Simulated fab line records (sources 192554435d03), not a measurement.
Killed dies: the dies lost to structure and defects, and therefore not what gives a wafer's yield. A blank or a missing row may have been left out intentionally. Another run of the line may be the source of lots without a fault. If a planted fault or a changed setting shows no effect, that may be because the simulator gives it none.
fab line records / flow n5Finfet
record lots=4 wafers=12 lastDay=17
route steps=1938 shown WELL_APT@38 PMOS_HMC_CHANNEL_EPI@57 BEOL_M4@1111 PASSIVATION@1936
lots untouched by any fault: they come from a run of this same line in which no faults occurred
startH: the number of hours between the record's first day and the start of the first shown wafer of the lot / waitH: hours elapsed since this lot's preceding step / " the same as in the row above / L1.1+2: several wafers, shown together as one row / - no value, or no start was given / * or withheld: withheld / < > ~ a bound
route shown NAME@n: NAME is a module with steps in the file, n the number in the route of the first one / usual: the fault-free wafers' mean and standard deviation / same: alike in all rows / chamber/n: place in a boat / sites: per-site readings / _std_site: standard deviation of those values / _edge_site: outer sites' mean less inner sites' / radiusMm: for every site, how far away it sits from the centre of the wafer / mask NAME#n: copy n / behind: tool/chamber where the wafer was last shaped / hold: why the lot was held/for how many hours/how that ended / device: whichever transistor did not switch (one of n, p or np) / end of line: the same wafers' tests at the end of the route / where a step has no rows: the recipe by itself / killed: the dies lost at the first sort to structure and to defects; this is not the yield of the wafer / map: a wafer's dies, x killed, . not, _ none there
set.NAME: the setting as run; set.NAME@STEP: as run at that earlier step / model.NAME: the simulator's own value behind a step, which no gauge read
lots at selected steps of the route; one table per step, one row per wafer
services: a tool's chamber out of use, with start hour (startH, from the record's first day; less than 0 if before it), hours out, and reason
## steps
# step N5_WELL_APT_SOFTBAKE_20
# recipe tempC=130 timeS=60
# step N5_WELL_APT_EXPOSE_22
# recipe maskId=PWELL na=0.8 sourceShape=conventional sigmaOuter=0.8 polarization=unpolarized defocusNm=0 targetCdNm=200 doseMj=23.2
# step N5_WELL_APT_PEB_23
# recipe pebTempC=130 pebTimeS=90
# step N5_WELL_APT_DEVELOP_24
# recipe developTimeS=45 rinseLiquid=surfactantRinse dry=airSpin devTempC=21
# step N5_WELL_APT_HARDBAKE_29
# recipe tempC=130 timeS=120
# step N5_WELL_APT_DESCUM_30
# recipe chemistry=O2 timeS=7.9 sourcePowerW=50 biasPowerW=20 pressureMtorr=20 rfFrequencyHz=2.712e+07 tempC=40 o2FlowSccm=225
# step N5_WELL_APT_IMPLANT_31
# recipe species=B energyKev=60 doseCm2=1.5e+13 tiltDeg=0 rotationDeg=0
# step N5_WELL_APT_IMPLANT_32
# recipe species=BF2 energyKev=50 doseCm2=2e+13 tiltDeg=0 rotationDeg=0
# step N5_WELL_APT_STRIP_33
# recipe chemistry=SPM timeS=900 tempC=130 h2so4H2o2VolRatio=4 dry=ipaMarangoni
# step N5_WELL_APT_RTA_34
# recipe tempC=1000 timeS=10 ambient=N2 idleTempC=600 rampUpCPerS=150 rampDownCPerS=60 coolToC=600
# usual annealTempCMax=1003.3/0.77 lampPowerPct=13.00/0.052 lamp_zone_1_pct=12.998/0.028 lamp_zone_2_pct=12.994/0.028 lamp_zone_3_pct=12.994/0.027 lamp_zone_4_pct=12.993/0.025 lamp_zone_5_pct=12.992/0.028 lamp_zone_6_pct=12.921/0.027 lamp_zone_7_pct=13.424/0.029 wafer_temp_C_max=1003.6/1
lot.wafer=L256.1 tool=rtpAnneal-02 chamber=0 startH=76.47 waitH=0.1 annealTempCMax=1002.4 lampPowerPct=12.95 lamp_zone_1_pct=13.026 lamp_zone_2_pct=13.017 lamp_zone_3_pct=12.982 lamp_zone_4_pct=12.939 lamp_zone_5_pct=12.978 lamp_zone_6_pct=12.904 lamp_zone_7_pct=13.429 wafer_temp_C_max=1002.5
lot.wafer=L256.2 tool=rtpAnneal-02 chamber=0 startH=76.47 waitH=0.1 annealTempCMax=1003.0 lampPowerPct=13.03 lamp_zone_1_pct=13.021 lamp_zone_2_pct=13.071 lamp_zone_3_pct=12.974 lamp_zone_4_pct=13.029 lamp_zone_5_pct=12.965 lamp_zone_6_pct=12.950 lamp_zone_7_pct=13.446 wafer_temp_C_max=1002.8
lot.wafer=L256.6 tool=rtpAnneal-02 chamber=0 startH=76.47 waitH=0.1 annealTempCMax=1003.6 lampPowerPct=13.05 lamp_zone_1_pct=12.988 lamp_zone_2_pct=12.987 lamp_zone_3_pct=12.990 lamp_zone_4_pct=13.038 lamp_zone_5_pct=12.954 lamp_zone_6_pct=12.880 lamp_zone_7_pct=13.401 wafer_temp_C_max=1004.8
lot.wafer=L257.1 tool=rtpAnneal-02 chamber=0 startH=82.14 waitH=0.1 annealTempCMax=1004.0 lampPowerPct=10.27 lamp_zone_1_pct=10.255 lamp_zone_2_pct=10.194 lamp_zone_3_pct=10.284 lamp_zone_4_pct=10.257 lamp_zone_5_pct=10.266 lamp_zone_6_pct=10.201 lamp_zone_7_pct=10.583 wafer_temp_C_max=1005.2
lot.wafer=L257.4 tool=rtpAnneal-02 chamber=0 startH=82.14 waitH=0.1 annealTempCMax=1004.4 lampPowerPct=10.30 lamp_zone_1_pct=10.284 lamp_zone_2_pct=10.235 lamp_zone_3_pct=10.288 lamp_zone_4_pct=10.256 lamp_zone_5_pct=10.308 lamp_zone_6_pct=10.198 lamp_zone_7_pct=10.628 wafer_temp_C_max=1003.2
lot.wafer=L257.6 tool=rtpAnneal-02 chamber=0 startH=82.14 waitH=0.1 annealTempCMax=1004.2 lampPowerPct=10.33 lamp_zone_1_pct=10.235 lamp_zone_2_pct=10.215 lamp_zone_3_pct=10.179 lamp_zone_4_pct=10.281 lamp_zone_5_pct=10.218 lamp_zone_6_pct=10.202 lamp_zone_7_pct=10.621 wafer_temp_C_max=1004.5
lot.wafer=L258.2 tool=rtpAnneal-02 chamber=0 startH=87.90 waitH=0.0 annealTempCMax=1003.9 lampPowerPct=10.34 lamp_zone_1_pct=10.258 lamp_zone_2_pct=10.239 lamp_zone_3_pct=10.265 lamp_zone_4_pct=10.263 lamp_zone_5_pct=10.265 lamp_zone_6_pct=10.167 lamp_zone_7_pct=10.596 wafer_temp_C_max=1003.1
lot.wafer=L258.4 tool=rtpAnneal-02 chamber=0 startH=87.90 waitH=0.0 annealTempCMax=1004.8 lampPowerPct=10.30 lamp_zone_1_pct=10.281 lamp_zone_2_pct=10.199 lamp_zone_3_pct=10.221 lamp_zone_4_pct=10.246 lamp_zone_5_pct=10.279 lamp_zone_6_pct=10.190 lamp_zone_7_pct=10.614 wafer_temp_C_max=1002.8
lot.wafer=L258.6 tool=rtpAnneal-02 chamber=0 startH=87.90 waitH=0.0 annealTempCMax=1003.1 lampPowerPct=10.27 lamp_zone_1_pct=10.259 lamp_zone_2_pct=10.257 lamp_zone_3_pct=10.243 lamp_zone_4_pct=10.250 lamp_zone_5_pct=10.221 lamp_zone_6_pct=10.236 lamp_zone_7_pct=10.601 wafer_temp_C_max=1003.1
lot.wafer=L266.2 tool=rtpAnneal-01 chamber=0 startH=136.16 waitH=0.0 annealTempCMax=1003.5 lampPowerPct=13.01 lamp_zone_1_pct=12.996 lamp_zone_2_pct=12.988 lamp_zone_3_pct=12.957 lamp_zone_4_pct=12.974 lamp_zone_5_pct=13.026 lamp_zone_6_pct=12.887 lamp_zone_7_pct=13.463 wafer_temp_C_max=1004.3
lot.wafer=L266.3 tool=rtpAnneal-01 chamber=0 startH=136.16 waitH=0.0 annealTempCMax=1003.5 lampPowerPct=13.01 lamp_zone_1_pct=12.994 lamp_zone_2_pct=12.973 lamp_zone_3_pct=13.019 lamp_zone_4_pct=12.993 lamp_zone_5_pct=13.010 lamp_zone_6_pct=12.898 lamp_zone_7_pct=13.417 wafer_temp_C_max=1004.5
lot.wafer=L266.4 tool=rtpAnneal-01 chamber=0 startH=136.16 waitH=0.0 annealTempCMax=1002.4 lampPowerPct=13.07 lamp_zone_1_pct=12.993 lamp_zone_2_pct=13.027 lamp_zone_3_pct=12.959 lamp_zone_4_pct=13.030 lamp_zone_5_pct=13.032 lamp_zone_6_pct=12.871 lamp_zone_7_pct=13.466 wafer_temp_C_max=1001.4
# step N5_WELL_APT_OXIDE_STRIP_42
# recipe chemistry=dHF dilution=25:1 timeS=45 tempC=25 target=SiO2 targetDepthA=120
# step N5_WELL_APT_PRECLEAN_36
# recipe chemistry=O3/DIW timeS=45 tempC=22 o3Ppm=10
# step N5_WELL_APT_PRECLEAN_39
# recipe chemistry=dHF timeS=60 dilution=150:1 tempC=25
# step N5_WELL_APT_SRD_37
# recipe dry=ipaMarangoni doPpb=5 timeS=30 tempC=23 rinseLiquid=diw
# step N5_WELL_APT_EPI_41
# recipe material=Si targetThkA=500 tempC=650 precursor=SiH4/H2 pressureTorr=20 timeS=297.7
# step N5_PMOS_HMC_CHANNEL_EPI_HM_DEP_34
# recipe material=SiO2 targetThkA=360 tempC=400 precursor=TEOS/O2 pressureTorr=6.5 rfW=900 teosFlowSccm=161.4 gas=O2 flowSccm=2650 timeS=6.9
# step N5_PMOS_HMC_CHANNEL_EPI_COAT_31
# recipe resist=BARC tempC=205 timeS=60 spinRpm=1500 resistThkNm=66
# step N5_PMOS_HMC_CHANNEL_EPI_COAT_03
# recipe resist=CAR-ArF-block spinRpm=1500 resistThkNm=205
# step N5_PMOS_HMC_CHANNEL_EPI_EBR_05
# recipe solvent=PGMEA ebrWidthMm=1.5
# step N5_PMOS_HMC_CHANNEL_EPI_SOFTBAKE_04
# recipe tempC=110 timeS=60 resist=CAR-ArF-block
# step N5_PMOS_HMC_CHANNEL_EPI_EXPOSE_06
# recipe maskId=PMOS_HMC_BLK na=1.35 sourceShape=conventional sigmaOuter=0.8 polarization=unpolarized targetCdNm=240 doseMj=41
# step N5_PMOS_HMC_CHANNEL_EPI_PEB_07
# recipe pebTempC=110 pebTimeS=60 resist=CAR-ArF-block
# step N5_PMOS_HMC_CHANNEL_EPI_DEVELOP_08
# recipe developTimeS=30 developer=TMAH resist=CAR-ArF-block devTempC=23 rinseLiquid=diw dry=airSpin
# step N5_PMOS_HMC_CHANNEL_EPI_DESCUM_14
# recipe chemistry=O2 timeS=7.9 sourcePowerW=50 biasPowerW=20 pressureMtorr=20 rfFrequencyHz=2.712e+07 tempC=40 resist=CAR-ArF-block o2FlowSccm=225
# step N5_PMOS_HMC_CHANNEL_EPI_ETCH_32
# recipe chemistry=N2/H2 target=BARC stopOn=SiO2 targetDepthA=858 overEtchFrac=0.3 timeS=50.3 ionEnergyEv=200 maskMaterial=CAR-ArF-block pressureMtorr=30 sourceW=840 biasW=150 n2FlowSccm=200 h2FlowSccm=200
# step N5_PMOS_HMC_CHANNEL_EPI_HM_OPEN_15
# recipe chemistry=CHF3/O2 target=SiO2 maskMaterial=CAR-ArF-block targetDepthA=406 CHF3_flow_sccm=50 O2_flow_sccm=5 Ar_flow_sccm=200 timeS=20.3 pressureMtorr=30 sourceW=650 biasW=170 ionEnergyEv=200
# step N5_PMOS_HMC_CHANNEL_EPI_STRIP_33
# recipe chemistry=N2/H2 powerW=500 tempC=40 pressureMtorr=50 rfFrequencyHz=6e+07 overashFraction=0.3 biasPowerW=8 h2Frac=0.5 n2FlowSccm=300 h2FlowSccm=300
# step N5_PMOS_HMC_CHANNEL_EPI_STRIP_17
# recipe chemistry=SPM timeS=750 tempC=130 h2so4H2o2VolRatio=4 dry=ipaMarangoni
# step N5_PMOS_HMC_CHANNEL_EPI_ETCH_38
# recipe chemistry=CF4 target=SiO2 targetDepthA=15 ionEnergyEv=350 pressureMtorr=10 icpW=800 biasW=400 cf4FlowSccm=80
# step N5_PMOS_HMC_CHANNEL_EPI_FIN_RECESS_16
# recipe chemistry=HBr/Cl2 target=Si maskMaterial=SiO2 targetDepthA=540 timeS=18 pressureMtorr=10 icpW=800 biasW=75 HBr_flow_sccm=150 Cl2_flow_sccm=80
# step N5_PMOS_HMC_CHANNEL_EPI_PRECLEAN_36
# recipe chemistry=O3/DIW timeS=45 tempC=22 o3Ppm=10
# step N5_PMOS_HMC_CHANNEL_EPI_PRECLEAN_18
# recipe chemistry=DHF timeS=30 tempC=25 dilution=withheld
# step N5_PMOS_HMC_CHANNEL_EPI_SRD_19
# recipe dry=ipaMarangoni doPpb=5 timeS=30 tempC=23 rinseLiquid=diw
# step N5_PMOS_HMC_CHANNEL_EPI_EPI_20
# recipe material=SiGe30 maskMaterial=SiO2 pressureTorr=20 targetThkA=590 tempC=600
# step N5_PMOS_HMC_CHANNEL_EPI_HM_STRIP_35
# recipe chemistry=dHF tempC=25 material=SiO2 target=SiO2 targetDepthA=396 timeS=216
# step N5_BEOL_M4_RC_MEAS_101
# usual DIBL_N=36.0/1.8 DIBL_P=36.3/2.4 IOFF_N=0.16/0.035 IOFF_N_LONG=5.42e-05/2.8e-06 IOFF_P=0.21/0.036 IOFF_P_LONG=0.000101/8.2e-06 ION_N=673/13 ION_P=461/7.2 RS_PWELL=3009/21 SS_N=71.4/0.6 SS_P=73.2/0.7 VT_N=250/4 VT_P=-250.9/2.9
lot.wafer=L257.1 tool=prober-01 chamber=0 startH=227.24 waitH=0.0 DIBL_N[mV/V]=35.5 DIBL_P[mV/V]=36.2 IOFF_N[nA/um]=0.13 IOFF_N_LONG[nA/um]=8.33e-05 IOFF_P[nA/um]=0.20 IOFF_P_LONG[nA/um]=0.000147 ION_N[uA/um]=663 ION_P[uA/um]=455 RS_PWELL[ohm/sq]=2945 SS_N[mV/dec]=70.2 SS_P[mV/dec]=73.5 VT_N[mV]=254 VT_P[mV]=-251.5
lot.wafer=L257.4 tool=prober-01 chamber=0 startH=227.24 waitH=0.0 DIBL_N[mV/V]=38.3 DIBL_P[mV/V]=39.8 IOFF_N[nA/um]=0.17 IOFF_N_LONG[nA/um]=8.52e-05 IOFF_P[nA/um]=0.28 IOFF_P_LONG[nA/um]=0.000132 ION_N[uA/um]=658 ION_P[uA/um]=459 RS_PWELL[ohm/sq]=2940 SS_N[mV/dec]=71.4 SS_P[mV/dec]=73.8 VT_N[mV]=253 VT_P[mV]=-247.4
lot.wafer=L257.6 tool=prober-01 chamber=0 startH=227.24 waitH=0.0 DIBL_N[mV/V]=36.5 DIBL_P[mV/V]=36.9 IOFF_N[nA/um]=0.13 IOFF_N_LONG[nA/um]=8.54e-05 IOFF_P[nA/um]=0.22 IOFF_P_LONG[nA/um]=0.000136 ION_N[uA/um]=655 ION_P[uA/um]=452 RS_PWELL[ohm/sq]=2952 SS_N[mV/dec]=70.7 SS_P[mV/dec]=73.2 VT_N[mV]=254 VT_P[mV]=-249.7
lot.wafer=L256.1 tool=prober-02 chamber=0 startH=244.00 waitH=0.0 DIBL_N[mV/V]=39.6 DIBL_P[mV/V]=41.2 IOFF_N[nA/um]=0.25 IOFF_N_LONG[nA/um]=5.64e-05 IOFF_P[nA/um]=0.28 IOFF_P_LONG[nA/um]=9.6e-05 ION_N[uA/um]=696 ION_P[uA/um]=471 RS_PWELL[ohm/sq]=3012 SS_N[mV/dec]=72.2 SS_P[mV/dec]=74.6 VT_N[mV]=244 VT_P[mV]=-248.5
lot.wafer=L256.2 tool=prober-02 chamber=0 startH=244.00 waitH=0.0 DIBL_N[mV/V]=36.3 DIBL_P[mV/V]=37.8 IOFF_N[nA/um]=0.18 IOFF_N_LONG[nA/um]=5.52e-05 IOFF_P[nA/um]=0.22 IOFF_P_LONG[nA/um]=9.9e-05 ION_N[uA/um]=693 ION_P[uA/um]=467 RS_PWELL[ohm/sq]=3020 SS_N[mV/dec]=71.2 SS_P[mV/dec]=73.0 VT_N[mV]=247 VT_P[mV]=-251.7
lot.wafer=L256.6 tool=prober-02 chamber=0 startH=244.00 waitH=0.0 DIBL_N[mV/V]=37.6 DIBL_P[mV/V]=39.5 IOFF_N[nA/um]=0.21 IOFF_N_LONG[nA/um]=5.57e-05 IOFF_P[nA/um]=0.25 IOFF_P_LONG[nA/um]=9.4e-05 ION_N[uA/um]=693 ION_P[uA/um]=466 RS_PWELL[ohm/sq]=3020 SS_N[mV/dec]=72.3 SS_P[mV/dec]=73.8 VT_N[mV]=243 VT_P[mV]=-251.4
lot.wafer=L258.2 tool=prober-01 chamber=0 startH=248.23 waitH=0.2 DIBL_N[mV/V]=34.1 DIBL_P[mV/V]=33.0 IOFF_N[nA/um]=0.11 IOFF_N_LONG[nA/um]=8.66e-05 IOFF_P[nA/um]=0.16 IOFF_P_LONG[nA/um]=0.000127 ION_N[uA/um]=640 ION_P[uA/um]=443 RS_PWELL[ohm/sq]=2905 SS_N[mV/dec]=72.0 SS_P[mV/dec]=71.8 VT_N[mV]=255 VT_P[mV]=-256.1
lot.wafer=L258.4 tool=prober-01 chamber=0 startH=248.23 waitH=0.2 DIBL_N[mV/V]=35.5 DIBL_P[mV/V]=35.8 IOFF_N[nA/um]=0.14 IOFF_N_LONG[nA/um]=8.51e-05 IOFF_P[nA/um]=0.19 IOFF_P_LONG[nA/um]=0.000127 ION_N[uA/um]=653 ION_P[uA/um]=455 RS_PWELL[ohm/sq]=2958 SS_N[mV/dec]=71.1 SS_P[mV/dec]=73.6 VT_N[mV]=248 VT_P[mV]=-254.0
lot.wafer=L258.6 tool=prober-01 chamber=0 startH=248.23 waitH=0.2 DIBL_N[mV/V]=35.1 DIBL_P[mV/V]=33.7 IOFF_N[nA/um]=0.12 IOFF_N_LONG[nA/um]=8.86e-05 IOFF_P[nA/um]=0.16 IOFF_P_LONG[nA/um]=0.000134 ION_N[uA/um]=662 ION_P[uA/um]=452 RS_PWELL[ohm/sq]=2920 SS_N[mV/dec]=70.8 SS_P[mV/dec]=72.8 VT_N[mV]=254 VT_P[mV]=-255.8
lot.wafer=L266.2 tool=prober-02 chamber=0 startH=287.13 waitH=0.2 DIBL_N[mV/V]=34.3 DIBL_P[mV/V]=33.6 IOFF_N[nA/um]=0.12 IOFF_N_LONG[nA/um]=5.53e-05 IOFF_P[nA/um]=0.17 IOFF_P_LONG[nA/um]=9.9e-05 ION_N[uA/um]=654 ION_P[uA/um]=458 RS_PWELL[ohm/sq]=3008 SS_N[mV/dec]=70.7 SS_P[mV/dec]=72.4 VT_N[mV]=253 VT_P[mV]=-252.0
lot.wafer=L266.3 tool=prober-02 chamber=0 startH=287.13 waitH=0.2 DIBL_N[mV/V]=37.3 DIBL_P[mV/V]=36.4 IOFF_N[nA/um]=0.17 IOFF_N_LONG[nA/um]=5.64e-05 IOFF_P[nA/um]=0.21 IOFF_P_LONG[nA/um]=9.3e-05 ION_N[uA/um]=680 ION_P[uA/um]=460 RS_PWELL[ohm/sq]=3012 SS_N[mV/dec]=71.5 SS_P[mV/dec]=73.5 VT_N[mV]=248 VT_P[mV]=-250.0
lot.wafer=L266.4 tool=prober-02 chamber=0 startH=287.13 waitH=0.2 DIBL_N[mV/V]=34.4 DIBL_P[mV/V]=33.1 IOFF_N[nA/um]=0.11 IOFF_N_LONG[nA/um]=5.54e-05 IOFF_P[nA/um]=0.16 IOFF_P_LONG[nA/um]=0.000104 ION_N[uA/um]=662 ION_P[uA/um]=458 RS_PWELL[ohm/sq]=2982 SS_N[mV/dec]=70.4 SS_P[mV/dec]=72.9 VT_N[mV]=253 VT_P[mV]=-258.8
# step N5_PASSIVATION_PROBE_49
# usual defectLimitedYield=91.2/1.4 killed_at_M0_to_M3=35/11 killed_at_M4_up=14/5.6 killedAtContacts=12/5.6 killedAtFrontEnd=38/11 killedAtOther=4/3.4 killedDies=103/17 killedOnRim=13/3.5 killedOpen=68/12 killedShort=33/8.8 sort_bin_5_function=5.1/0.89 sort_bin_6_memory=3.3/0.71 sort_bin_8_speed=0/0 sortNPass=1077/17 sortYieldPct=91.2/1.4
# same grossDies=1180 killedAtBackSide=0 sort_bin_4_leakage[%]=0
lot.wafer=L257.1 tool=prober-01 chamber=- startH=335.17 waitH=0.0 defectLimitedYield[%]=89.5 killed_at_M0_to_M3=47 killed_at_M4_up=25 killedAtContacts=15 killedAtFrontEnd=29 killedAtOther=8 killedDies=124 killedOnRim=14 killedOpen=76 killedShort=41 sort_bin_5_function[%]=5.8 sort_bin_6_memory[%]=4.0 sort_bin_8_speed[%]=0 sortNPass=1056 sortYieldPct[%]=89.5
lot.wafer=L257.4 tool=prober-01 chamber=- startH=335.32 waitH=0.2 defectLimitedYield[%]=92.2 killed_at_M0_to_M3=33 killed_at_M4_up=12 killedAtContacts=9 killedAtFrontEnd=34 killedAtOther=4 killedDies=92 killedOnRim=13 killedOpen=70 killedShort=20 sort_bin_5_function[%]=4.9 sort_bin_6_memory[%]=2.7 sort_bin_8_speed[%]=0 sortNPass=1088 sortYieldPct[%]=92.2
lot.wafer=L257.6 tool=prober-01 chamber=- startH=335.42 waitH=0.3 defectLimitedYield[%]=90.8 killed_at_M0_to_M3=44 killed_at_M4_up=5 killedAtContacts=11 killedAtFrontEnd=45 killedAtOther=4 killedDies=109 killedOnRim=16 killedOpen=73 killedShort=36 sort_bin_5_function[%]=4.9 sort_bin_6_memory[%]=4.2 sort_bin_8_speed[%]=0.08 sortNPass=1070 sortYieldPct[%]=90.7
lot.wafer=L256.1 tool=prober-01 chamber=- startH=352.61 waitH=0.0 defectLimitedYield[%]=94.2 killed_at_M0_to_M3=32 killed_at_M4_up=5 killedAtContacts=8 killedAtFrontEnd=23 killedAtOther=1 killedDies=69 killedOnRim=8 killedOpen=40 killedShort=27 sort_bin_5_function[%]=3.8 sort_bin_6_memory[%]=1.9 sort_bin_8_speed[%]=0 sortNPass=1111 sortYieldPct[%]=94.2
lot.wafer=L256.2 tool=prober-01 chamber=- startH=352.66 waitH=0.1 defectLimitedYield[%]=91.0 killed_at_M0_to_M3=54 killed_at_M4_up=4 killedAtContacts=13 killedAtFrontEnd=30 killedAtOther=5 killedDies=106 killedOnRim=13 killedOpen=66 killedShort=40 sort_bin_5_function[%]=4.4 sort_bin_6_memory[%]=4.2 sort_bin_8_speed[%]=0 sortNPass=1074 sortYieldPct[%]=91.0
lot.wafer=L256.6 tool=prober-01 chamber=- startH=352.86 waitH=0.3 defectLimitedYield[%]=90.5 killed_at_M0_to_M3=40 killed_at_M4_up=9 killedAtContacts=12 killedAtFrontEnd=47 killedAtOther=4 killedDies=112 killedOnRim=12 killedOpen=72 killedShort=39 sort_bin_5_function[%]=5.9 sort_bin_6_memory[%]=3.3 sort_bin_8_speed[%]=0 sortNPass=1068 sortYieldPct[%]=90.5
lot.wafer=L258.2 tool=prober-02 chamber=- startH=357.28 waitH=0.1 defectLimitedYield[%]=90.1 killed_at_M0_to_M3=46 killed_at_M4_up=9 killedAtContacts=18 killedAtFrontEnd=43 killedAtOther=1 killedDies=117 killedOnRim=16 killedOpen=83 killedShort=31 sort_bin_5_function[%]=5.0 sort_bin_6_memory[%]=4.6 sort_bin_8_speed[%]=0.08 sortNPass=1062 sortYieldPct[%]=90.0
lot.wafer=L258.4 tool=prober-02 chamber=- startH=357.38 waitH=0.2 defectLimitedYield[%]=88.2 killed_at_M0_to_M3=49 killed_at_M4_up=12 killedAtContacts=21 killedAtFrontEnd=57 killedAtOther=0 killedDies=139 killedOnRim=13 killedOpen=87 killedShort=51 sort_bin_5_function[%]=6.8 sort_bin_6_memory[%]=4.2 sort_bin_8_speed[%]=0 sortNPass=1041 sortYieldPct[%]=88.2
lot.wafer=L258.6 tool=prober-02 chamber=- startH=357.48 waitH=0.3 defectLimitedYield[%]=89.5 killed_at_M0_to_M3=52 killed_at_M4_up=17 killedAtContacts=20 killedAtFrontEnd=34 killedAtOther=1 killedDies=124 killedOnRim=16 killedOpen=95 killedShort=28 sort_bin_5_function[%]=6.4 sort_bin_6_memory[%]=3.9 sort_bin_8_speed[%]=0 sortNPass=1056 sortYieldPct[%]=89.5
lot.wafer=L266.2 tool=prober-02 chamber=- startH=396.60 waitH=0.1 defectLimitedYield[%]=91.8 killed_at_M0_to_M3=26 killed_at_M4_up=14 killedAtContacts=16 killedAtFrontEnd=35 killedAtOther=6 killedDies=97 killedOnRim=16 killedOpen=65 killedShort=32 sort_bin_5_function[%]=4.3 sort_bin_6_memory[%]=3.6 sort_bin_8_speed[%]=0 sortNPass=1083 sortYieldPct[%]=91.8
lot.wafer=L266.3 tool=prober-02 chamber=- startH=396.65 waitH=0.1 defectLimitedYield[%]=90.2 killed_at_M0_to_M3=46 killed_at_M4_up=25 killedAtContacts=15 killedAtFrontEnd=24 killedAtOther=6 killedDies=116 killedOnRim=21 killedOpen=75 killedShort=41 sort_bin_5_function[%]=5.4 sort_bin_6_memory[%]=3.7 sort_bin_8_speed[%]=0 sortNPass=1064 sortYieldPct[%]=90.2
lot.wafer=L266.4 tool=prober-02 chamber=- startH=396.70 waitH=0.2 defectLimitedYield[%]=91.9 killed_at_M0_to_M3=28 killed_at_M4_up=21 killedAtContacts=12 killedAtFrontEnd=25 killedAtOther=9 killedDies=95 killedOnRim=12 killedOpen=63 killedShort=27 sort_bin_5_function[%]=4.8 sort_bin_6_memory[%]=3.1 sort_bin_8_speed[%]=0 sortNPass=1085 sortYieldPct[%]=91.9
# killed by level:class
L257.1 MOL_CONTACT_COAG:geometricParticle:open=12 BEOL_M2:geometricParticle:open=12 BEOL_M4:geometricParticle:short=11 BEOL_M1:geometricParticle:open=10 BEOL_M3:geometricParticle:open=8 BEOL_M0_SAQP:geometricParticle:open=7 BEOL_M0_SAQP:geometricParticle:short=6 FIN_SAQP:geometricParticle:short=4
L257.4 FIN_SAQP:geometricParticle:open=14 BEOL_M1:geometricParticle:open=9 BEOL_M3:geometricParticle:open=9 MOL_CONTACT_COAG:geometricParticle:open=8 STI_FIN_REVEAL:geometricParticle:open=5 BEOL_M3:geometricParticle:short=4 BEOL_M2:geometricParticle:open=4 BEOL_M4:geometricParticle:open=4
L257.6 BEOL_M3:geometricParticle:open=12 FIN_SAQP:geometricParticle:open=9 BEOL_M0_SAQP:geometricParticle:open=9 BEOL_M1:geometricParticle:open=9 MOL_CONTACT_COAG:geometricParticle:open=8 STI_FIN_REVEAL:geometricParticle:open=6 ILD0:geometricParticle:open=6 BEOL_M0_SAQP:geometricParticle:short=6
L256.1 BEOL_M0_SAQP:geometricParticle:short=12 DUMMY_GATE:geometricParticle:open=7 MOL_CONTACT_COAG:geometricParticle:open=5 BEOL_M1:geometricParticle:open=5 ILD0:geometricParticle:open=4 BEOL_M0_SAQP:geometricParticle:open=4 FIN_SAQP:geometricParticle:short=3 MOL_CONTACT_COAG:geometricParticle:short=3
L256.2 BEOL_M2:geometricParticle:open=11 BEOL_M1:geometricParticle:open=10 BEOL_M0_SAQP:geometricParticle:open=10 MOL_CONTACT_COAG:geometricParticle:open=8 FIN_SAQP:geometricParticle:open=7 BEOL_M0_SAQP:geometricParticle:short=7 FIN_SAQP:geometricParticle:short=5 MOL_CONTACT_COAG:geometricParticle:short=5
L256.6 FIN_SAQP:geometricParticle:open=16 BEOL_M0_SAQP:geometricParticle:short=13 MOL_CONTACT_COAG:geometricParticle:open=11 FIN_SAQP:geometricParticle:short=8 BEOL_M0_SAQP:geometricParticle:open=8 BEOL_M1:geometricParticle:open=5 STARTING-WAFER:geometricParticle:open=5 BEOL_M2:geometricParticle:open=4
L258.2 MOL_CONTACT_COAG:geometricParticle:open=14 FIN_SAQP:geometricParticle:open=13 BEOL_M3:geometricParticle:open=12 BEOL_M0_SAQP:geometricParticle:open=10 BEOL_M2:geometricParticle:open=7 BEOL_M1:geometricParticle:open=6 FIN_SAQP:geometricParticle:short=4 STI_FIN_REVEAL:geometricParticle:open=4
L258.4 MOL_CONTACT_COAG:geometricParticle:open=17 FIN_SAQP:geometricParticle:short=13 BEOL_M0_SAQP:geometricParticle:open=13 BEOL_M0_SAQP:geometricParticle:short=11 STI_FIN_REVEAL:geometricParticle:open=10 BEOL_M3:geometricParticle:open=10 FIN_SAQP:geometricParticle:open=9 ILD0:geometricParticle:open=7
L258.6 MOL_CONTACT_COAG:geometricParticle:open=19 BEOL_M3:geometricParticle:open=13 STI_FIN_REVEAL:geometricParticle:open=10 BEOL_M1:geometricParticle:open=10 FIN_SAQP:geometricParticle:open=8 BEOL_M0_SAQP:geometricParticle:short=7 BEOL_M2:geometricParticle:open=7 BEOL_M0_SAQP:geometricParticle:open=6
L266.2 MOL_CONTACT_COAG:geometricParticle:open=15 BEOL_M0_SAQP:geometricParticle:open=8 GATE_CUT:geometricParticle:short=6 BEOL_M2:geometricParticle:open=6 BEOL_M4:geometricParticle:open=6 STI_FIN_REVEAL:geometricParticle:open=5 DUMMY_GATE:geometricParticle:open=5 FIN_SAQP:geometricParticle:short=4
L266.3 BEOL_M3:geometricParticle:open=11 MOL_CONTACT_COAG:geometricParticle:open=10 BEOL_M0_SAQP:geometricParticle:open=8 BEOL_M0_SAQP:geometricParticle:short=8 BEOL_M4:geometricParticle:open=7 BEOL_M1:geometricParticle:open=6 MOL_CONTACT_COAG:geometricParticle:short=5 BEOL_M3:geometricParticle:short=5
L266.4 BEOL_M4:geometricParticle:open=11 MOL_CONTACT_COAG:geometricParticle:open=10 BEOL_M0_SAQP:geometricParticle:short=10 BEOL_M0_SAQP:geometricParticle:open=8 FIN_SAQP:geometricParticle:open=6 DUMMY_GATE:geometricParticle:open=4 GATE_CUT:geometricParticle:open=4 BEOL_M3:geometricParticle:open=4
## services
tool=rtpAnneal-01 chamber=- startH=55.76 hours=27.7 kind=pm
## key
firstSign step=N5_WELL_APT_RTA_34 reading=lamp_zone_4_pct direction=down sigmas=99+ usual=* struck=*
effect step=N5_WELL_APT_RTA_34 reading=lamp_zone_6_pct direction=down sigmas=99+ usual=* struck=*
effect step=N5_BEOL_M4_RC_MEAS_101 reading=IOFF_N_LONG direction=up sigmas=11 usual=5.42e-05 struck=8.57e-05
effect step=N5_BEOL_M4_RC_MEAS_101 reading=IOFF_P_LONG direction=up sigmas=4 usual=0.000101 struck=0.000134
effect step=N5_BEOL_M4_RC_MEAS_101 reading=RS_PWELL direction=down sigmas=3.5 usual=3009 struck=2937
metAt N5_WELL_APT_RTA_34
struckWafers L257.1,L257.4,L257.6,L258.2,L258.4,L258.6
onsetBetween 76.47 82.14
fault kind=processParameterDrift tool=rtpAnneal-02 chamber=- onsetH=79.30 steps=N5_WELL_APT_RTA_34 channel=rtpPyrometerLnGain offset=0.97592 shape=step endH=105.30
